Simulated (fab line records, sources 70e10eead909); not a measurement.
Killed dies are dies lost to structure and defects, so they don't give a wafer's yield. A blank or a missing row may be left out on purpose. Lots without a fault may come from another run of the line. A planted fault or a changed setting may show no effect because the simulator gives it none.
Which tool did it? | flow nand_harc | 13 lots, 39 wafers sampled, at 5 steps of a route of 1302

WHAT THE GAUGES READ, wafer by wafer
NHARC_THIN_TSV_THK_MEAS_02: measures by ir. Usual: thk_nm 2987 nm, standard deviation 220.
lot  | measured     | on            | thk_nm (nm)    | flag
L714 | day 23 13:08 | film_metro-02 | 3026 3453 3409 |
L715 | day 24 07:24 | film_metro-01 | 3007 3099 2739 |
L718 | day 25 00:44 | film_metro-02 | 3115 3180 2833 |
L724 | day 28 06:16 | film_metro-02 | 3480 3379 3306 |
L728 | day 29 17:50 | film_metro-02 | 2886 3073 2612 |
L729 | day 30 12:05 | film_metro-02 | 3295 2688 2895 |
L730 | day 29 16:38 | film_metro-01 | 3482 3437 3102 |
L731 | day 30 17:22 | film_metro-02 | 2769 2836 2829 |
L732 | day 30 18:34 | film_metro-02 | 3366 3098 3169 |
L733 | day 31 08:02 | film_metro-02 | 2871 2716 3127 |
L735 | day 32 02:46 | film_metro-02 | 3014 3098 2904 |
L737 | day 32 17:58 | film_metro-02 | 3020 2722 2936 |
L736 | day 32 16:47 | film_metro-02 | 3130 2772 2770 |

NHARC_END_SORT_01. Usual: killed_at_array 55, standard deviation 12; killed_at_other 1.0, standard deviation 1.2; killed_at_periphery 3.9, standard deviation 2.6; killed_dies 60, standard deviation 12; killed_open 3.3, standard deviation 1.9; killed_short 2.5, standard deviation 1.8.
lot  | measured     | on        | killed_at_array | killed_at_other | killed_at_periphery | killed_dies | killed_open | killed_short | flag
L724 | day 28 22:22 | prober-02 | 86 158 88       | 1 1 0           | 2 2 2               | 89 161 90   | 2 1 2       | 2 3 3        | OFF

WHICH TOOL RAN EACH LOT (tool, then ch and the chambers of the sampled wafers, then the start)
lot  | NHARC_A_STAIRCASE_TRIM_222         | NHARC_THIN_TSV_STRIP_45              | NHARC_THIN_TSV_ANNEAL_52
L714 | rie_diel-10 ch 0,2, day 15 23:37   | plasma_asher-01 ch 0,1, day 23 15:05 | rtp_anneal-02 ch 0, day 23 18:04
L715 | rie_diel-02 ch 0,1,2, day 16 09:43 | plasma_asher-01 ch 0,1, day 24 09:32 | rtp_anneal-01 ch 0, day 24 12:29
L718 | rie_diel-11 ch 0,2,3, day 17 23:23 | plasma_asher-02 ch 0,1, day 25 02:49 | rtp_anneal-01 ch 0, day 25 05:46
L724 | rie_diel-11 ch 1,2,3, day 20 06:17 | plasma_asher-01 ch 0,1, day 28 08:25 | rtp_anneal-01 ch 0, day 28 11:16
L728 | rie_diel-02 ch 1,2,3, day 22 01:07 | plasma_asher-01 ch 0,1, day 29 19:59 | rtp_anneal-02 ch 0, day 29 22:52
L729 | rie_diel-02 ch 2,3, day 22 14:37   | plasma_asher-01 ch 0,1, day 30 14:14 | rtp_anneal-02 ch 0, day 30 17:10
L730 | rie_diel-10 ch 1,2,3, day 22 15:16 | plasma_asher-02 ch 0,1, day 29 18:51 | rtp_anneal-01 ch 0, day 29 21:46
L731 | rie_diel-10 ch 2,3, day 23 03:25   | plasma_asher-01 ch 0,1, day 30 19:27 | rtp_anneal-02 ch 0, day 30 22:26
L732 | rie_diel-10 ch 1,2,3, day 23 12:26 | plasma_asher-01 ch 0,1, day 30 20:43 | rtp_anneal-01 ch 0, day 30 23:35
L733 | rie_diel-11 ch 0,1,2, day 23 23:02 | plasma_asher-01 ch 0,1, day 31 10:12 | rtp_anneal-02 ch 0, day 31 13:07
L735 | rie_diel-02 ch 2,3, day 24 15:55   | plasma_asher-02 ch 0,1, day 32 04:51 | rtp_anneal-01 ch 0, day 32 08:05
L737 | rie_diel-02 ch 1,3, day 25 07:34   | plasma_asher-01 ch 0,1, day 32 20:17 | rtp_anneal-01 ch 0, day 32 23:17
L736 | rie_diel-02 ch 2,3, day 25 07:46   | plasma_asher-02 ch 0,1, day 32 18:44 | rtp_anneal-02 ch 0, day 32 21:44
- NHARC_A_STAIRCASE_TRIM_222: chemistry O2, time 211.2 s.
- NHARC_THIN_TSV_STRIP_45: strips in O2.
- NHARC_THIN_TSV_ANNEAL_52: time 90 s.

WHAT THE TOOLS THEMSELVES READ (means of the sampled wafers that have a number; where no wafer has one, the mark that the record gives instead)
NHARC_A_STAIRCASE_TRIM_222. Usual: drypump_motor_current_A 5.8 A, standard deviation 0.5; oes_product_au 0.998 a.u., standard deviation 0.01; rf_vpp_V 57.9 V, standard deviation 0.86; showerhead_plenum_p_Torr 3.56 Torr, standard deviation 0.16; throttle_valve_pct 17.036 %, standard deviation 0.0093.
lot  | tool        | drypump_motor_current_A (A) | oes_product_au (a.u.) | rf_vpp_V (V) | showerhead_plenum_p_Torr (Torr) | throttle_valve_pct (%) | flag
L714 | rie_diel-10 | 5.2                         | 0.999                 | 58.0         | 3.41                            | 17.041                 |
L715 | rie_diel-02 | 5.9                         | 0.983                 | 58.3         | 3.58                            | 17.036                 |
L718 | rie_diel-11 | 5.9                         | 1.003                 | 57.4         | 3.45                            | 17.040                 |
L724 | rie_diel-11 | 5.9                         | 1.009                 | 57.5         | 3.59                            | 17.046                 |
L728 | rie_diel-02 | 5.6                         | 1.000                 | 57.7         | 3.61                            | 17.031                 |
L729 | rie_diel-02 | 5.9                         | 1.001                 | 58.6         | 3.58                            | 17.036                 |
L730 | rie_diel-10 | 6.1                         | 1.001                 | 58.1         | 3.60                            | 17.039                 |
L731 | rie_diel-10 | 6.2                         | 1.010                 | 58.0         | 3.69                            | 17.035                 |
L732 | rie_diel-10 | 6.1                         | 1.003                 | 58.6         | 3.60                            | 17.028                 |
L733 | rie_diel-11 | 5.6                         | 1.003                 | 58.7         | 3.70                            | 17.034                 |
L735 | rie_diel-02 | 5.9                         | 0.989                 | 57.6         | 3.57                            | 17.034                 |
L737 | rie_diel-02 | 5.3                         | 0.997                 | 57.5         | 3.63                            | 17.041                 |
L736 | rie_diel-02 | 5.6                         | 0.995                 | 58.0         | 3.52                            | 17.039                 |

NHARC_THIN_TSV_STRIP_45. Usual: drypump_motor_current_A 5.7 A, standard deviation 0.44; heater_power_w 304 W, standard deviation 31.
lot  | tool            | drypump_motor_current_A (A) | heater_power_w (W) | flag
L714 | plasma_asher-01 | 5.7                         | 281                |
L715 | plasma_asher-01 | 5.7                         | 280                |
L718 | plasma_asher-02 | 5.2                         | 344                |
L724 | plasma_asher-01 | 5.9                         | 279                |
L728 | plasma_asher-01 | 5.7                         | 285                |
L729 | plasma_asher-01 | 5.7                         | 278                |
L730 | plasma_asher-02 | 5.2                         | 339                |
L731 | plasma_asher-01 | 5.7                         | 284                |
L732 | plasma_asher-01 | 5.9                         | 282                |
L733 | plasma_asher-01 | 5.7                         | 284                |
L735 | plasma_asher-02 | 5.5                         | 345                |
L737 | plasma_asher-01 | 6.0                         | 279                |
L736 | plasma_asher-02 | 5.5                         | 344                |

NHARC_THIN_TSV_ANNEAL_52. Usual: wafer_temp_C_max 226.8, standard deviation 0.37.
lot  | tool          | wafer_temp_C_max | flag
L714 | rtp_anneal-02 | 226.6            |
L715 | rtp_anneal-01 | 226.9            |
L718 | rtp_anneal-01 | 226.4            |
L724 | rtp_anneal-01 | 227.2            |
L728 | rtp_anneal-02 | 226.8            |
L729 | rtp_anneal-02 | 227.1            |
L730 | rtp_anneal-01 | 227.0            |
L731 | rtp_anneal-02 | 226.8            |
L732 | rtp_anneal-01 | 226.8            |
L733 | rtp_anneal-02 | 226.8            |
L735 | rtp_anneal-01 | 226.6            |
L737 | rtp_anneal-01 | 226.8            |
L736 | rtp_anneal-02 | 226.5            |

THE ANSWER, worked out from the rows above alone
Rule: a lot is off if the mean of its wafers that have a number lies more than 3 standard deviations from the usual mean. A lot without any number at a reading at which 4 lots or more have one is off too. The other lots that the step has rows for count as sound. The gauges are gone through in route order, then the tools' own readings, and for those a lot's mean is taken as printed above. The first step at which some lot is off is used, and at that step the reading that is off furthest; a lot without a number counts as furthest.
Off: L724, at NHARC_END_SORT_01 (killed_at_array). Neither off nor sound, because the step has no rows for them: L714, L715, L718, L728, L729, L730, L731, L732, L733, L735, L737, L736.
A tool fits if, at a process step before that reading, it ran every lot that is off, and no sound lot after the first of them. The gauges at NHARC_END_SORT_01 are tried like those tools. Can't be told from this: 4 tools fit, rie_diel-11 at NHARC_A_STAIRCASE_TRIM_222, plasma_asher-01 at NHARC_THIN_TSV_STRIP_45, rtp_anneal-01 at NHARC_THIN_TSV_ANNEAL_52, prober-02 at NHARC_END_SORT_01.

WHAT THE SIMULATOR HAD PUT IN
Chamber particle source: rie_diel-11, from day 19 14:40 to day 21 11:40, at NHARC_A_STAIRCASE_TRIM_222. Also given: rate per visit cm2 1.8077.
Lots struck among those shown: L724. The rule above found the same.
